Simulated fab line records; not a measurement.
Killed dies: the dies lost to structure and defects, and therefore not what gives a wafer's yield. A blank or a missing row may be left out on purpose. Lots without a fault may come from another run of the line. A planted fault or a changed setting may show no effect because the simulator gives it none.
Struck lot and sound lot, side by side / flow n5Finfet / 38 steps out of a route of 1938
Sound: these wafers, L865.4, L865.5, L865.6. Struck: wafer L872.2 (L872.1, L872.6, from the same lot, were not struck and are left out); the cause is given at the end.
Each step with rows lists, per side, the tool, then ch with its chambers, then its first start. Under that, the readings that differ: sound wafers / struck wafers / difference of the means / sigmas: that difference in standard deviations of wafers without a fault.
alike: a reading whose means differ by less than 2 such deviations, as well as words and numbers matching on both sides. not compared: withheld readings; readings where some wafer has no value; bounds like >300 that might hide an equal value; numbers whose values overlap and for which the record gives no deviation.
The two part at a step that has a row with sigmas, a row that says differs or no value, or rows on one side only. When numbers do not overlap yet have no deviation, they are printed without sigmas and do not part them. Lack of a reading on every wafer of one side parts them only where that side has two or more wafers.

first, 9 steps without rows for these wafers: N5_BEOL_M14_PRE_CLEAN_42 (time 30 s); N5_BEOL_M14_SPUTTER_43 (material TaN, target thk 15 nm, time 24.19 s); N5_BEOL_M14_SPUTTER_44 (material Ta, target thk 15 nm, time 24.19 s); N5_BEOL_M14_SPUTTER_45 (material Cu, target thk 100 nm, time 16.67 s); N5_BEOL_M14_ECD_47 (material Cu, target thk 1248 nm); N5_BEOL_M14_ANNEAL_48 (time 90 s); N5_BEOL_M14_CMP_49 (polishes, stops on SiO2, t overpolish 5.2 s, target thk 560 nm); N5_BEOL_M14_PRE_CLEAN_52 (time 15 s); N5_BEOL_M14_DEP_53 (deposits SiCN from 3MS/NH3, target thk 50 nm, time 17.8 s).
N5_BEOL_M15_ILD_DEP_00: deposits SiO2 from TEOS/O2, target thk 1629.3 nm, time 346.1 s.
  sound on pecvd-04 ch 0,1,2, day 12 12:53; struck on pecvd-04 ch 0, day 14 11:40
reading=runLengthS (s); sound=389.4 389.7 388.4; struck=699.7; difference=+310.5; sigmas=+99 or more
reading=model.SiO2_of_BEOL_M15_ILD_DEP_00.thkNm (nm); sound=1630 1643 1673; struck=3082; difference=+1433; sigmas=
  alike: heaterPowerOuterW, heaterPowerW, showerheadPlenumPTorr, showerheadVppV, susceptorTempC, throttleValvePct
N5_BEOL_M15_THK_MEAS_01:
  sound on filmMetro-01, day 12 13:02; struck on filmMetro-01, day 14 11:55
reading=M15_ILD_THK (nm); sound=1630 1643 1674; struck=3080; difference=+1431; sigmas=+57
then, 10 steps without rows for these wafers: N5_BEOL_M15_COAT_58 (time 60 s, resist thk 89 nm); N5_BEOL_M15_COAT_04 (resist thk 800 nm); N5_BEOL_M15_EBR_06; N5_BEOL_M15_SOFTBAKE_05 (time 60 s); N5_BEOL_M15_EXPOSE_07 (exposes mask V14); N5_BEOL_M15_PEB_08 (peb time 90 s); N5_BEOL_M15_DEVELOP_09 (develop time 45 s); N5_BEOL_M15_HARDBAKE_14 (time 120 s); N5_BEOL_M15_DESCUM_15 (chemistry O2, time 7.9 s); N5_BEOL_M15_ETCH_59 (etches BARC in N2/H2, target depth 89 nm, overetch 26.7 nm, time 67.9 s).
N5_BEOL_M15_VIA_ETCH_16: etches SiO2 in C4F8/O2/Ar, target depth 1792.2 nm.
  sound on rieDiel-03 ch 0,1,3, day 12 13:38; struck on rieDiel-02 ch 3, day 14 12:31
reading=oes_o_777_au (a.u.); sound=0.68 0.73 0.69; struck=0.87; difference=+0.17; sigmas=+2
reading=oesProductAu (a.u.); sound=0.65 0.67 0.63; struck=0.87; difference=+0.22; sigmas=+3
reading=model.etch.depthNm (nm); sound=1630 1643 1673; struck=3082; difference=+1433; sigmas=
reading=model.coat_of_BEOL_M15_COAT_04.thkNm (nm); sound=342.8 337.6 323.2; struck=0; difference=-335; sigmas=
  alike: O2_flow_sccm, drypumpMotorCurrentA, heOuterTorr, mfcArSccm, rfVppV, showerheadPlenumPTorr, throttleValvePct
then, 4 steps without rows for these wafers: N5_BEOL_M15_STRIP_63 (strips in O2); N5_BEOL_M15_STRIP_64 (strips in O2); N5_BEOL_M15_STRIP_65 (strips in post etch residue remover, time 60 s); N5_BEOL_M15_SRD_66 (time 30 s, dry time 30 s).
N5_BEOL_M15_CD_MEAS_17: target cd 360 nm.
  sound on cdSem-01, day 12 14:03; struck on cdSem-03, day 14 12:56
reading=cdNm (nm); sound=358.3 360.6 358.8; struck=376.3; difference=+17.1; sigmas=+8
then, 9 steps without rows for these wafers: N5_BEOL_M15_COAT_56 (time 60 s, resist thk 550 nm); N5_BEOL_M15_ETCH_57 (etches SOC in N2/H2, time 750 s); N5_BEOL_M15_COAT_60 (time 60 s, resist thk 89 nm); N5_BEOL_M15_COAT_22 (resist thk 800 nm); N5_BEOL_M15_EBR_24; N5_BEOL_M15_SOFTBAKE_23 (time 60 s); N5_BEOL_M15_EXPOSE_25 (exposes mask M15, target cd 400 nm); N5_BEOL_M15_PEB_26 (peb time 90 s); N5_BEOL_M15_DEVELOP_27 (develop time 45 s).
N5_BEOL_M15_CMP_49: polishes, stops on SiO2, t overpolish 4.9 s, target thk 850 nm.
  sound on cmp-01 ch 1,2, day 12 18:22; struck on cmp-03 ch 3, day 14 17:25
reading=motorCurrentA (A); sound=6.7 7.0 7.7; struck=10.0; difference=+2.9; sigmas=+3
reading=model.SiO2_of_BEOL_M15_ILD_DEP_00.thkNm (nm); sound=1551 1563 1595; struck=3002; difference=+1432; sigmas=
  alike: headPressurePsi
N5_PASSIVATION_PROBE_49:
  the record has rows for the sound wafers here (prober-02, day 13 12:26) and none for the struck ones

## WHERE THEY PART
Last at N5_PASSIVATION_PROBE_49 as far as this record goes, first at N5_BEOL_M15_ILD_DEP_00.

WHY: what the simulator had put in
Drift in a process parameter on pecvd-04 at N5_BEOL_M15_ILD_DEP_00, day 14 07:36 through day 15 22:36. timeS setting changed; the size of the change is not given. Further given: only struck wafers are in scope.
